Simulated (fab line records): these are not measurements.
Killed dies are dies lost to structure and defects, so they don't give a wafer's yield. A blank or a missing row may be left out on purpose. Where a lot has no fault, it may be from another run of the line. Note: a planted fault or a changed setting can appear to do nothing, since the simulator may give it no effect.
Check for tools in common    flow n5 finfet    Lots sampled 7, wafers sampled 21

## REASON FOR OPENING
At N5_DUMMY_GATE_INSPECT_27 the reading raw defect count is flagged on 2 of 7 lots. No-fault wafers: 306, standard deviation 74.
Rule: a lot is flagged in two cases, either no wafer of it has a number, or all its wafers with numbers fall more than 4 standard deviations from that mean. The rest of the lots are taken to be sound.

lot   measured     on                 raw defect count, wafer by wafer  flag
L690  day 3 20:37  defect inspect-02  442 305 388                       
L691  day 4 03:57  defect inspect-01  255 210 374                       
L693  day 4 12:11  defect inspect-02  1242 1373 1224                    FLAGGED
L694  day 4 20:13  defect inspect-02  1228 1329 1328                    FLAGGED
L697  day 5 12:57  defect inspect-01  320 398 275                       
L705  day 7 14:01  defect inspect-01  329 327 382                       
L707  day 8 00:49  defect inspect-02  290 349 292                       
Average over the flagged lots: 1287; offset from the usual +981, equal to +13 standard deviations.

## TOOL THAT RAN EACH LOT
Before the reading, the record contains 4 process steps out of a 1938-step route. Cell contents, in order: the tool; ch with the chambers the sampled wafers went through; the start.
lot   flag     N5_DUMMY_GATE_ETCH_36              N5_DUMMY_GATE_STRIP_41             N5_DUMMY_GATE_ETCH_42              N5_DUMMY_GATE_PRECLEAN_33
L690           rie diel-01 ch 0,1,3, day 3 19:34  rie diel-02 ch 1,2,3, day 3 19:55  rie diel-01 ch 0,2,3, day 3 20:22  wet bench-03 ch 3,4,5, day 3 20:30
L691           rie diel-02 ch 0,1,2, day 4 02:50  rie diel-02 ch 0,2, day 4 03:16    rie diel-04 ch 1,2, day 4 03:43    wet bench-03 ch 0,2,4, day 4 03:51
L693  FLAGGED  rie diel-01 ch 0,2,3, day 4 11:08  rie diel-04 ch 0,1,3, day 4 11:30  rie diel-02 ch 0,1,3, day 4 11:57  wet bench-03 ch 3,5,7, day 4 12:05
L694  FLAGGED  rie diel-01 ch 0,3, day 4 19:10    rie diel-04 ch 0,1, day 4 19:32    rie diel-02 ch 0,3, day 4 19:59    wet bench-03 ch 1,2,6, day 4 20:07
L697           rie diel-04 ch 0,2, day 5 11:47    rie diel-01 ch 1,2, day 5 12:10    rie diel-04 ch 1,2,3, day 5 12:43  wet bench-06 ch 0,1,7, day 5 12:51
L705           rie diel-02 ch 0,2,3, day 7 12:47  rie diel-04 ch 1,2,3, day 7 13:16  rie diel-02 ch 0,1,2, day 7 13:46  wet bench-06 ch 0,6,7, day 7 13:55
L707           rie diel-01 ch 1,2, day 7 23:35    rie diel-01 ch 2,3, day 8 00:08    rie diel-04 ch 0,2, day 8 00:34    wet bench-01 ch 0,1,2, day 8 00:42
What the steps here do:
- N5_DUMMY_GATE_ETCH_36: etches SiARC in CF4, target depth 13 nm.
- N5_DUMMY_GATE_STRIP_41: strips in O2.
- N5_DUMMY_GATE_ETCH_42: etches SiO2 in CHF3/O2, target depth 3.5 nm, time 31 s.
- N5_DUMMY_GATE_PRECLEAN_33: cleans in dHF, time 10 s.
- N5_DUMMY_GATE_INSPECT_27: inspects for defects (brightfield).

## FLAGGED AGAINST TOTAL, ONE TOOL AT A TIME (gauges that did the reading follow at the end)
step                       tool               lots run  flagged  share of the flagged lots  sound lots run after its first flagged lot
N5_DUMMY_GATE_ETCH_36      rie diel-01        4         2        all                        1 (L707)
N5_DUMMY_GATE_ETCH_36      rie diel-02        2         0        none                       -
N5_DUMMY_GATE_ETCH_36      rie diel-04        1         0        none                       -
N5_DUMMY_GATE_STRIP_41     rie diel-01        2         0        none                       -
N5_DUMMY_GATE_STRIP_41     rie diel-02        2         0        none                       -
N5_DUMMY_GATE_STRIP_41     rie diel-04        3         2        all                        1 (L705)
N5_DUMMY_GATE_ETCH_42      rie diel-01        1         0        none                       -
N5_DUMMY_GATE_ETCH_42      rie diel-02        3         2        all                        1 (L705)
N5_DUMMY_GATE_ETCH_42      rie diel-04        3         0        none                       -
N5_DUMMY_GATE_PRECLEAN_33  wet bench-01       1         0        none                       -
N5_DUMMY_GATE_PRECLEAN_33  wet bench-03       4         2        all                        0
N5_DUMMY_GATE_PRECLEAN_33  wet bench-06       2         0        none                       -
N5_DUMMY_GATE_INSPECT_27   defect inspect-01  3         0        none                       -
N5_DUMMY_GATE_INSPECT_27   defect inspect-02  4         2        all                        1 (L707)

## WHAT IS ALLOWED BY THE TABLE
5 rows of the table ran every flagged lot: rie diel-01 at N5_DUMMY_GATE_ETCH_36, rie diel-04 at N5_DUMMY_GATE_STRIP_41, rie diel-02 at N5_DUMMY_GATE_ETCH_42, wet bench-03 at N5_DUMMY_GATE_PRECLEAN_33, defect inspect-02 at N5_DUMMY_GATE_INSPECT_27.
- rie diel-01 at N5_DUMMY_GATE_ETCH_36 ran 4 lots, 2 of them flagged. After the first flagged lot (L707), sound lots still ran on it; a lasting fault on the whole tool would not permit that.
- rie diel-04 at N5_DUMMY_GATE_STRIP_41 ran 3 lots, 2 of them flagged. After the first flagged lot (L705), sound lots still ran on it; a lasting fault on the whole tool would not permit that.
- rie diel-02 at N5_DUMMY_GATE_ETCH_42 ran 3 lots, 2 of them flagged. After the first flagged lot (L705), sound lots still ran on it; a lasting fault on the whole tool would not permit that.
- wet bench-03 at N5_DUMMY_GATE_PRECLEAN_33 ran 4 lots, 2 of them flagged. A fault beginning between L691 (day 4 03:51), its last sound lot, and L693 (day 4 12:05), its first flagged one, fits the data.
- defect inspect-02 at N5_DUMMY_GATE_INSPECT_27 ran 4 lots, 2 of them flagged. After the first flagged lot (L707), sound lots still ran on it; a lasting fault on the whole tool would not permit that.
One tool is left: wet bench-03 at N5_DUMMY_GATE_PRECLEAN_33.

## WHAT THE SIMULATOR HAD INSERTED
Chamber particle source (wet bench-03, N5_DUMMY_GATE_PRECLEAN_33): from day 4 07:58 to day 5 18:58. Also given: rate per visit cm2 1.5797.
Lots struck among those shown: L693, L694. The rule above found the same.
